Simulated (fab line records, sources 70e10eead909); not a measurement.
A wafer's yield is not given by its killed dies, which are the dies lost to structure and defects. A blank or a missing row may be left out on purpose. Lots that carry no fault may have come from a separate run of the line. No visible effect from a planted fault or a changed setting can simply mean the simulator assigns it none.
Matching of chambers + flow nand-harc + NHARC_A_M1_DESCUM_14 on rie-diel-09 has 4 sister chambers
The step chemistry O2, time 3 s. 8 wafers are shown with their chamber, then 12 later ones without.

== WAFERS WITH THEIR CHAMBER ==
| wafer  | chamber | showerhead-plenum-p-Torr (Torr) | oes-product-au (a.u.) |
|--------|---------|---------------------------------|-----------------------|
| L081.4 | 1       | 1.95                            | 1.015                 |
| L084.5 | 1       | 1.94                            | 1.012                 |
| L086.1 | 2       | 1.82                            | 1.001                 |
| L088.2 | 3       | 1.97                            | 1.019                 |
| L088.4 | 2       | 1.82                            | 0.992                 |
| L085.1 | 0       | 1.83                            | 0.995                 |
| L085.4 | 3       | 1.97                            | 1.008                 |
| L085.6 | 0       | 1.83                            | 0.994                 |

== WAFERS WITH NO CHAMBER GIVEN ==
| wafer  | showerhead-plenum-p-Torr (Torr) | oes-product-au (a.u.) |
|--------|---------------------------------|-----------------------|
| L089.1 | 1.82                            | 0.999                 |
| L089.4 | 1.97                            | 0.999                 |
| L089.5 | 1.82                            | 0.993                 |
| L094.2 | 1.82                            | 0.997                 |
| L094.3 | 1.83                            | 0.995                 |
| L094.4 | 1.94                            | 1.010                 |
| L096.2 | 1.97                            | 1.000                 |
| L096.5 | 1.94                            | 0.994                 |
| L096.6 | 1.82                            | 0.989                 |
| L097.1 | 1.94                            | 0.995                 |
| L097.3 | 1.83                            | 0.986                 |
| L097.5 | 1.82                            | 0.997                 |

== CHAMBER TAKEN BY EACH ==
| wafer  | from the rows above     | in truth |
|--------|-------------------------|----------|
| L089.1 | 2                       | 2        |
| L089.4 | 3                       | 3        |
| L089.5 | 2                       | 2        |
| L094.2 | 2                       | 2        |
| L094.3 | 0                       | 0        |
| L094.4 | 1                       | 1        |
| L096.2 | 3                       | 3        |
| L096.5 | 1                       | 1        |
| L096.6 | can't be placed: 2 or 0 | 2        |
| L097.1 | 1                       | 1        |
| L097.3 | can't be placed: 0 or 2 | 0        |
| L097.5 | 2                       | 2        |
Placed correctly: 10 of 12. Can't be placed from these rows: 2 (the true chamber is among the candidates in 2). Placed wrongly: 0.
How it was worked out, from the rows above alone: a wafer's distance from a chamber is the root of the sum, over the readings, of the square of ((its reading less the chamber's mean) divided by the reading's scatter). If the next closest chamber is less than 2 further off than the closest, the wafer can't be placed; otherwise it belongs to the closest. Each chamber's mean is taken over the wafers shown for it. The scatter: the root of (the sum of the squares of (reading less its chamber's mean) over the shown wafers, divided by (wafers less chambers)).
